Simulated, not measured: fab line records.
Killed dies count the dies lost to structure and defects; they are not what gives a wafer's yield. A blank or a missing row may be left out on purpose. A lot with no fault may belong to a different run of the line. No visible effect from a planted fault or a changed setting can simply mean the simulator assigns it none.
Split-lot study + flow n5_finfet + 7 lots, 21 wafers read, on a route of 1938 steps

== THE SPLIT ITSELF ==
At N5_BEOL_M5_EXPOSE_08 (exposes mask M5, target cd 28 nm), the setting dose_mj was moved away from the recipe's 35.75 on 9 of the 21 wafers read, by -4.9% to +5.1%. For the rest of the wafers, this setting stayed at what the recipe calls for.

== FROM THE SPLIT TO THE READING: what the file shows between them, 23 steps ==
- N5_BEOL_M5_PEB_09: peb time 60 s
- N5_BEOL_M5_DEVELOP_10: develop time 30 s
- N5_BEOL_M5_CD_MEAS_11: target cd 27.74 nm
- N5_BEOL_M5_DESCUM_16: chemistry O2, time 7 s
- N5_BEOL_M5_ETCH_72: etches underlayer in N2/H2, target depth 6.5 nm, time 5.2 s
- N5_BEOL_M5_ETCH_61: etches SiARC in CF4, target depth 15.6 nm, time 26 s
- N5_BEOL_M5_ETCH_62: etches SOC in N2/H2, target depth 75 nm, overetch 15 nm, time 112.5 s
- N5_BEOL_M5_STRIP_63: strips in N2/H2
- N5_BEOL_M5_STRIP_73: strips in N2/H2
- N5_BEOL_M5_STRIP_64: strips in CF4
- N5_BEOL_M5_HM_OPEN_17: chemistry Cl2/BCl3, target TiN, target depth 20 nm, overetch 6 nm
- N5_BEOL_M5_STRIP_19: strips in O2
- N5_BEOL_M5_DESCUM_33: chemistry O2, time 7 s
- N5_BEOL_M5_ETCH_75: etches underlayer in N2/H2, target depth 6.5 nm, time 5.2 s
- N5_BEOL_M5_ETCH_67: etches SiARC in CF4, target depth 15.6 nm, time 26 s
- N5_BEOL_M5_ETCH_68: etches SOC in N2/H2, target depth 80 nm, overetch 16 nm, time 120 s
- N5_BEOL_M5_STRIP_69: strips in N2/H2
- N5_BEOL_M5_STRIP_76: strips in N2/H2
- N5_BEOL_M5_VIA_ETCH_34: etches SiCOH lowk in C4F6/O2, target depth 88.3 nm, time 39.2 s
- N5_BEOL_M5_STRIP_85: strips in C4F6/O2
- N5_BEOL_M5_STRIP_36: strips in N2/H2
- N5_BEOL_M5_PRECLEAN_42: cleans in residue remover, time 60 s
- N5_BEOL_M5_SRD_43: time 30 s

== THE READING ==
cd_nm, in nm, at N5_BEOL_M5_CD_MEAS_35 (target cd 28 nm, target cd y 24 nm). On this fab line, fault-free wafers typically give 27.96 nm with a standard deviation of 0.29 nm.

| wafer  | tool, chamber at the split | dose_mj as run | against the recipe | cd_nm, nm | against lot-mates on the recipe |
|--------|----------------------------|----------------|--------------------|-----------|---------------------------------|
| L076.2 | euv_scanner-02, 0          | 36.52          | +2.2%              | 28.92     | +0.95                           |
| L076.4 | euv_scanner-02, 0          | 35.75          | recipe             | 28.17     | -                               |
| L076.5 | euv_scanner-02, 0          | 35.75          | recipe             | 27.78     | -                               |
| L082.1 | euv_scanner-01, 0          | 37.06          | +3.7%              | 28.06     | +0.22                           |
| L082.2 | euv_scanner-01, 0          | 35.75          | recipe             | 27.84     | -                               |
| L082.3 | euv_scanner-01, 0          | 37.06          | +3.7%              | 29.07     | +1.23                           |
| L086.2 | euv_scanner-02, 0          | 35.75          | recipe             | 28.34     | -                               |
| L086.5 | euv_scanner-02, 0          | 34.73          | -2.9%              | 27.07     | -1.27                           |
| L086.6 | euv_scanner-02, 0          | 34.73          | -2.9%              | 27.46     | -0.88                           |
| L088.4 | euv_scanner-01, 0          | 37.57          | +5.1%              | 29.30     | +1.25                           |
| L088.5 | euv_scanner-01, 0          | 35.75          | recipe             | 27.99     | -                               |
| L088.6 | euv_scanner-01, 0          | 35.75          | recipe             | 28.11     | -                               |
| L087.2 | euv_scanner-01, 0          | 35.75          | recipe             | 27.98     | -                               |
| L087.3 | euv_scanner-01, 0          | 35.75          | recipe             | 28.18     | -                               |
| L087.6 | euv_scanner-01, 0          | 35.75          | recipe             | 27.81     | -                               |
| L089.1 | euv_scanner-02, 0          | 35.02          | -2.0%              | 27.40     | -0.55                           |
| L089.5 | euv_scanner-02, 0          | 35.75          | recipe             | 28.12     | -                               |
| L089.6 | euv_scanner-02, 0          | 35.75          | recipe             | 27.78     | -                               |
| L091.3 | euv_scanner-02, 0          | 34             | -4.9%              | 26.70     | -1.04                           |
| L091.4 | euv_scanner-02, 0          | 35.75          | recipe             | 27.74     | -                               |
| L091.5 | euv_scanner-02, 0          | 34             | -4.9%              | 26.16     | -1.58                           |

THE FIT
A straight line over all 21 wafers: cd_nm changes by +0.265 nm for each +1% of dose_mj; r = +0.92; the points scatter about the line by 0.3 nm.
The same after taking each lot's own level away (the mean of its wafers on the recipe; 21 wafers): +0.268 nm for each +1%; r = +0.93; scatter 0.27 nm.
That fit puts the effect of the largest move of dose_mj on the reading at 1.4 nm.
From 27.740 to 28.340 nm: that is the span of the lots' own levels, equal to 2.1 times the standard deviation above.
So the lot-to-lot level changes the slope little: the two slopes agree.
Check: for one of the wafers moved furthest among these (+5.1%), held out of the fit, the line's prediction against its lot-mates is +1.35 nm. Against them it came out at +1.25 nm.

== OTHER SPLITS APPLIED TO THESE WAFERS ==
Before the reading, these wafers also passed through other splits. Each is held against what the fit with the lots' levels taken away leaves over:
| other split on the same wafers | wafers away from the commonest value | r with cd_nm (lot level and that fit taken away) |
|--------------------------------|--------------------------------------|--------------------------------------------------|
| N5_BEOL_M5_ILD_DEP_00 time_s   | 4                                    | -0.11                                            |

== THE WHOLE CHAIN: every reading that the file lists as answering this split, in the file's order ==
| step                   | what it does                                                          | reading                                                        | change (the file's fit)               | r (the file's) |
|------------------------|-----------------------------------------------------------------------|----------------------------------------------------------------|---------------------------------------|----------------|
| N5_BEOL_M5_CD_MEAS_11  | target cd 27.74 nm                                                    | cd_nm                                                          | +0.218 nm for each +1% of the setting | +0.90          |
| N5_BEOL_M5_DESCUM_16   | chemistry O2, time 7 s                                                | BEOL_M5.cd_nm (the simulator's own value, which no gauge read) | +0.229 nm for each +1% of the setting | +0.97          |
| N5_BEOL_M5_ETCH_72     | etches underlayer in N2/H2, target depth 6.5 nm, time 5.2 s           | BEOL_M5.cd_nm (the simulator's own value, which no gauge read) | +0.239 nm for each +1% of the setting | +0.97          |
| N5_BEOL_M5_ETCH_62     | etches SOC in N2/H2, target depth 75 nm, overetch 15 nm, time 112.5 s | BEOL_M5.cd_nm (the simulator's own value, which no gauge read) | +0.216 nm for each +1% of the setting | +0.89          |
| N5_BEOL_M5_HM_OPEN_17  | chemistry Cl2/BCl3, target TiN, target depth 20 nm, overetch 6 nm     | BEOL_M5.cd_nm (the simulator's own value, which no gauge read) | +0.197 nm for each +1% of the setting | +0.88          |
| N5_BEOL_M5_ETCH_67     | etches SiARC in CF4, target depth 15.6 nm, time 26 s                  | BEOL_M5.cd_nm (the simulator's own value, which no gauge read) | +0.182 nm for each +1% of the setting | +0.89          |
| N5_BEOL_M5_VIA_ETCH_34 | etches SiCOH lowk in C4F6/O2, target depth 88.3 nm, time 39.2 s       | BEOL_M5.cd_nm (the simulator's own value, which no gauge read) | +0.211 nm for each +1% of the setting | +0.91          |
| N5_BEOL_M5_CD_MEAS_35  | target cd 28 nm, target cd y 24 nm                                    | cd_nm                                                          | +0.27 nm for each +1% of the setting  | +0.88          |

== FILE'S OWN FIT ==
cd_nm changes by +0.27 nm for each +1% of dose_mj, r = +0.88.
